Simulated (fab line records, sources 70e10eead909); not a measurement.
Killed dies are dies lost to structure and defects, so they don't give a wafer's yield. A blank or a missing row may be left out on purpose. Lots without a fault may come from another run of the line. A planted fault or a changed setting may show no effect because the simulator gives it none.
One fault seen from 2 desks | flow nand_harc | each desk has only its own numbers; what lay behind them comes last

THE TOOL OWNER'S DESK: cmp-04
The tool's own readings at NHARC_A_CONTACT_CMP_20 (polishes, t overpolish 30 s, target thk 300 nm): means of the sampled wafers that have a number, for each lot that ran on this tool. A lot is out of limits, marked OUT, if its mean lies more than 4 standard deviations from the usual mean; the brackets give that distance.
Columns: A = motor_current_A at NHARC_A_CONTACT_CMP_20, usual 12.3 A; B = overpolish_run_s at NHARC_A_CONTACT_CMP_20, usual 30.000 s; C = time_to_endpoint_s at NHARC_A_CONTACT_CMP_20, usual 59 s
lot  | first seen here | A    | B                        | C
L631 | day 17 06:04    | 12.6 | 30.002                   | 56
L632 | day 17 08:18    | 12.8 | 30.002                   | 55
L638 | day 19 09:01    | 13.0 | 0.046 (-99 or more) OUT  | 118 (+18) OUT
L641 | day 20 03:22    | 12.6 | 20.017 (-99 or more) OUT | 79 (+6.2) OUT
L642 | day 20 06:56    | 12.1 | 0.033 (-99 or more) OUT  | 118 (+18) OUT
L651 | day 22 14:59    | 12.6 | 30.003                   | 63
This desk's finding: out of limits on L638, L641, L642; first on L638, day 19 09:01 (overpolish_run_s at NHARC_A_CONTACT_CMP_20). In limits: L631, L632, L651.

THE DEFECT DESK
What the inspections along the route counted, lot by lot: means of the sampled wafers that have a number. A lot is out of limits, marked OUT, if its mean lies more than 4 standard deviations from the usual mean; the brackets give that distance.
Columns: A = raw_defect_count at NHARC_A_CONTACT_INSPECT_23, usual 404
lot  | first seen here | A
L631 | day 17 06:26    | 392
L630 | day 17 07:56    | 422
L632 | day 17 08:41    | 420
L634 | day 18 06:22    | 383
L638 | day 19 09:25    | 2506 (+21) OUT
L637 | day 19 10:35    | 343
L641 | day 20 03:41    | 1040 (+6.4) OUT
L642 | day 20 07:17    | 2266 (+19) OUT
L645 | day 21 03:58    | 495
L647 | day 21 16:55    | 304
L644 | day 21 18:13    | 365
L650 | day 22 09:25    | 430
L651 | day 22 15:23    | 409
This desk's finding: out of limits on L638, L641, L642; first on L638, day 19 09:25 (raw_defect_count at NHARC_A_CONTACT_INSPECT_23). In limits: L631, L630, L632, L634, L637, L645, L647, L644, L650, L651.

PUT TOGETHER
The tool owner's desk could have raised an alarm at day 19 09:01, on L638, L641, L642.
The defect desk could have raised an alarm at day 19 09:25, on L638, L641, L642.
Of the lots named, all ran NHARC_A_CONTACT_CMP_20 on cmp-04.

WHAT THE SIMULATOR HAD PUT IN
Process parameter drift: cmp-04, from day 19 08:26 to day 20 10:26, at NHARC_A_CONTACT_CMP_20. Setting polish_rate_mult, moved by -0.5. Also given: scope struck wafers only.
Lots struck among those shown: L638, L641, L642.
Hours from the fault's start to each desk's first reading out of limits: the tool owner's desk, 1; the defect desk, 1.
